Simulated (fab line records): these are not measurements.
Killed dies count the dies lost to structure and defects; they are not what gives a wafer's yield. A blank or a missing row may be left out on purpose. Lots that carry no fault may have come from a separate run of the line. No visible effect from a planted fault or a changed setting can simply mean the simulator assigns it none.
Which of the tools did it? + flow nandHarc + 11 lots, 33 wafers sampled, at 2 steps of a route of 1159

## WHAT THE GAUGES READ, wafer by wafer
NHARC_P_ZERO_WELL_CD_MEAS_24 targets a cd of 720 nm. Usual: cdNm at 720.2 nm, with a standard deviation of 1.4.
| lot  | measured    | on       | cdNm (nm)         | flag |
|------|-------------|----------|-------------------|------|
| L148 | day 1 14:40 | cdSem-02 | 723.5 720.8 721.3 |      |
| L149 | day 1 20:37 | cdSem-02 | 719.6 719.5 719.2 |      |
| L154 | day 3 02:35 | cdSem-01 | 721.2 720.9 720.3 |      |
| L155 | day 3 08:29 | cdSem-03 | 720.5 720.5 721.8 |      |
| L156 | day 3 14:25 | cdSem-02 | 707.3 708.7 707.3 | OFF  |
| L158 | day 4 02:29 | cdSem-02 | 719.7 720.6 721.9 |      |
| L159 | day 4 08:29 | cdSem-03 | 718.5 719.5 718.7 |      |
| L166 | day 6 02:36 | cdSem-02 | 720.6 719.0 720.7 |      |
| L169 | day 6 20:28 | cdSem-01 | 720.9 721.7 721.1 |      |
| L170 | day 7 02:29 | cdSem-02 | 719.4 720.6 718.0 |      |
| L171 | day 7 08:37 | cdSem-03 | 721.8 719.6 719.7 |      |

## WHAT TOOL EACH LOT RAN ON (gives the tool, then ch and the chambers of the sampled wafers, and finally the start)
| lot  | NHARC_P_ZERO_WELL_EXPOSE_21     |
|------|---------------------------------|
| L148 | krfScanner-04 ch 0, day 1 14:31 |
| L149 | krfScanner-01 ch 0, day 1 20:28 |
| L154 | krfScanner-04 ch 0, day 3 02:26 |
| L155 | krfScanner-04 ch 0, day 3 08:20 |
| L156 | krfScanner-04 ch 0, day 3 14:16 |
| L158 | krfScanner-04 ch 0, day 4 02:20 |
| L159 | krfScanner-04 ch 0, day 4 08:20 |
| L166 | krfScanner-02 ch 0, day 6 02:27 |
| L169 | krfScanner-02 ch 0, day 6 20:19 |
| L170 | krfScanner-02 ch 0, day 7 02:19 |
| L171 | krfScanner-01 ch 0, day 7 08:27 |
- NHARC_P_ZERO_WELL_EXPOSE_21: exposes mask P NWELL, target cd 720 nm.

## AS READ BY THE TOOLS THEMSELVES (means over the sampled wafers that have a number; for cases with no such wafer, the mark the record gives instead)
NHARC_P_ZERO_WELL_EXPOSE_21. Usual: exposureDoseMJCm2 22.318, standard deviation 0.022; reticleTempC 22.99 C, standard deviation 0.097.
| lot  | tool          | exposureDoseMJCm2 | reticleTempC (C) | flag |
|------|---------------|-------------------|------------------|------|
| L148 | krfScanner-04 | 22.303            | 22.89            |      |
| L149 | krfScanner-01 | 22.297            | 22.95            |      |
| L154 | krfScanner-04 | 22.325            | 22.97            |      |
| L155 | krfScanner-04 | 22.319            | 23.01            |      |
| L156 | krfScanner-04 | 22.319            | 22.88            |      |
| L158 | krfScanner-04 | 22.301            | 23.01            |      |
| L159 | krfScanner-04 | 22.328            | 23.09            |      |
| L166 | krfScanner-02 | 22.335            | 23.03            |      |
| L169 | krfScanner-02 | 22.297            | 22.89            |      |
| L170 | krfScanner-02 | 22.340            | 23.12            |      |
| L171 | krfScanner-01 | 22.306            | 22.95            |      |

## THE ANSWER, worked out from the rows above alone
Rule: a lot is off if the mean of its wafers that have a number lies more than 3 standard deviations from the usual mean. Also off: a lot with no number at a reading for which 4 or more lots have one. Where the step has rows for the other lots, those lots are counted as sound. First the gauges in route order, then the tools' own readings, where a lot's mean is used as printed above. The first step at which some lot is off is used, and at that step the reading that is off furthest; a lot without a number counts as furthest.
Off, at NHARC_P_ZERO_WELL_CD_MEAS_24 on cdNm: L156.
A tool fits if, at a process step before that reading, it ran every lot that is off, and no sound lot after the first of them. Gauges at NHARC_P_ZERO_WELL_CD_MEAS_24: tried the same way as those tools. None of those tried fits.

## WHAT THE SIMULATOR PUT IN
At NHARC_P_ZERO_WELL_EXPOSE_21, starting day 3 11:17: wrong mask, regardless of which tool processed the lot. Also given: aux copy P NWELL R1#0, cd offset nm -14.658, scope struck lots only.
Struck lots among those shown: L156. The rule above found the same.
